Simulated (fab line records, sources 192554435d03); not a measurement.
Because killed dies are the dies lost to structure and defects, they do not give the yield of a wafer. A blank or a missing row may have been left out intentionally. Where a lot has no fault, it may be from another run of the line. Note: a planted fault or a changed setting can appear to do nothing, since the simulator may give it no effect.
Chamber matching / flow n5-finfet / rie-diel-02 running N5_MIM_TOP_ETCH_STRIP_01: 4 sister chambers
The step strips in O2. 20 wafers are shown with their chamber, then 10 later ones without.

## WAFERS PAIRED WITH THEIR CHAMBERS
wafer=L074.1; chamber=3; showerhead-plenum-p-Torr (Torr)=2.19; drypump-motor-current-A (A)=5.6; throttle-valve-pct (%)=16.56
wafer=L074.2; chamber=2; showerhead-plenum-p-Torr (Torr)=1.93; drypump-motor-current-A (A)=6.1; throttle-valve-pct (%)=16.96
wafer=L074.4; chamber=0; showerhead-plenum-p-Torr (Torr)=2.07; drypump-motor-current-A (A)=5.3; throttle-valve-pct (%)=16.90
wafer=L075.1; chamber=1; showerhead-plenum-p-Torr (Torr)=1.98; drypump-motor-current-A (A)=4.9; throttle-valve-pct (%)=16.44
wafer=L075.3; chamber=3; showerhead-plenum-p-Torr (Torr)=2.19; drypump-motor-current-A (A)=5.6; throttle-valve-pct (%)=16.57
wafer=L075.4; chamber=0; showerhead-plenum-p-Torr (Torr)=2.07; drypump-motor-current-A (A)=5.3; throttle-valve-pct (%)=16.87
wafer=L078.1; chamber=2; showerhead-plenum-p-Torr (Torr)=1.93; drypump-motor-current-A (A)=6.1; throttle-valve-pct (%)=17.07
wafer=L078.5; chamber=3; showerhead-plenum-p-Torr (Torr)=2.19; drypump-motor-current-A (A)=5.6; throttle-valve-pct (%)=16.58
wafer=L078.6; chamber=0; showerhead-plenum-p-Torr (Torr)=2.06; drypump-motor-current-A (A)=5.3; throttle-valve-pct (%)=16.91
wafer=L081.1; chamber=2; showerhead-plenum-p-Torr (Torr)=1.93; drypump-motor-current-A (A)=6.0; throttle-valve-pct (%)=17.07
wafer=L081.5; chamber=1; showerhead-plenum-p-Torr (Torr)=1.98; drypump-motor-current-A (A)=4.9; throttle-valve-pct (%)=16.46
wafer=L081.6; chamber=2; showerhead-plenum-p-Torr (Torr)=1.93; drypump-motor-current-A (A)=6.0; throttle-valve-pct (%)=17.07
wafer=L089.1; chamber=0; showerhead-plenum-p-Torr (Torr)=2.06; drypump-motor-current-A (A)=5.3; throttle-valve-pct (%)=17.00
wafer=L089.3; chamber=2; showerhead-plenum-p-Torr (Torr)=1.92; drypump-motor-current-A (A)=6.1; throttle-valve-pct (%)=17.06
wafer=L089.4; chamber=2; showerhead-plenum-p-Torr (Torr)=1.92; drypump-motor-current-A (A)=6.1; throttle-valve-pct (%)=17.12
wafer=L091.2; chamber=2; showerhead-plenum-p-Torr (Torr)=1.92; drypump-motor-current-A (A)=6.0; throttle-valve-pct (%)=17.07
wafer=L091.3; chamber=0; showerhead-plenum-p-Torr (Torr)=2.06; drypump-motor-current-A (A)=5.3; throttle-valve-pct (%)=16.95
wafer=L091.5; chamber=2; showerhead-plenum-p-Torr (Torr)=1.92; drypump-motor-current-A (A)=6.1; throttle-valve-pct (%)=17.07
wafer=L093.3; chamber=0; showerhead-plenum-p-Torr (Torr)=2.06; drypump-motor-current-A (A)=5.3; throttle-valve-pct (%)=16.96
wafer=L093.4; chamber=2; showerhead-plenum-p-Torr (Torr)=1.92; drypump-motor-current-A (A)=6.1; throttle-valve-pct (%)=17.07

SIGNATURES (averages over the wafers above)
reading=showerhead-plenum-p-Torr; chamber 0=2.0633; chamber 1=1.9800; chamber 2=1.9244; chamber 3=2.1900; scatter within a chamber=0.00471
reading=drypump-motor-current-A; chamber 0=5.300; chamber 1=4.900; chamber 2=6.067; chamber 3=5.600; scatter within a chamber=0.0354
reading=throttle-valve-pct; chamber 0=16.9317; chamber 1=16.4500; chamber 2=17.0622; chamber 3=16.5700; scatter within a chamber=0.04
Rule: for each reading, subtract the chamber's mean from the wafer's reading, divide by that reading's scatter and square the result; add these up over the readings and take the root, which gives the wafer's distance from the chamber. The wafer belongs to the nearest chamber; if the next one is less than 2 further off, it can't be placed. The scatter: take each reading less its chamber's mean, square it, sum over the shown wafers, divide by the number of wafers less the number of chambers, and take the root.

## WAFERS WITHOUT THEIR CHAMBER
wafer=L093.5; showerhead-plenum-p-Torr (Torr)=2.06; drypump-motor-current-A (A)=5.3; throttle-valve-pct (%)=16.89
wafer=L096.1; showerhead-plenum-p-Torr (Torr)=1.92; drypump-motor-current-A (A)=6.0; throttle-valve-pct (%)=17.13
wafer=L096.2; showerhead-plenum-p-Torr (Torr)=2.23; drypump-motor-current-A (A)=4.9; throttle-valve-pct (%)=16.05
wafer=L096.3; showerhead-plenum-p-Torr (Torr)=2.05; drypump-motor-current-A (A)=5.3; throttle-valve-pct (%)=16.97
wafer=L096.4; showerhead-plenum-p-Torr (Torr)=2.18; drypump-motor-current-A (A)=5.6; throttle-valve-pct (%)=16.62
wafer=L096.5; showerhead-plenum-p-Torr (Torr)=2.05; drypump-motor-current-A (A)=5.3; throttle-valve-pct (%)=16.95
wafer=L096.6; showerhead-plenum-p-Torr (Torr)=2.17; drypump-motor-current-A (A)=5.6; throttle-valve-pct (%)=16.66
wafer=L095.1; showerhead-plenum-p-Torr (Torr)=2.18; drypump-motor-current-A (A)=5.6; throttle-valve-pct (%)=16.64
wafer=L095.3; showerhead-plenum-p-Torr (Torr)=2.23; drypump-motor-current-A (A)=4.9; throttle-valve-pct (%)=16.02
wafer=L095.4; showerhead-plenum-p-Torr (Torr)=1.92; drypump-motor-current-A (A)=6.1; throttle-valve-pct (%)=17.09

## WHICH CHAMBER EACH ONE RAN IN
wafer=L093.5; from the rows above=0; in truth=0
wafer=L096.1; from the rows above=2; in truth=2
wafer=L096.2; from the rows above=3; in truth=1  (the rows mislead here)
wafer=L096.3; from the rows above=0; in truth=0
wafer=L096.4; from the rows above=3; in truth=3
wafer=L096.5; from the rows above=0; in truth=0
wafer=L096.6; from the rows above=3; in truth=3
wafer=L095.1; from the rows above=3; in truth=3
wafer=L095.3; from the rows above=3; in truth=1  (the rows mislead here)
wafer=L095.4; from the rows above=2; in truth=2
Placed correctly: 8 of 10. Left unplaced by these rows: 0. Number placed wrongly: 2.
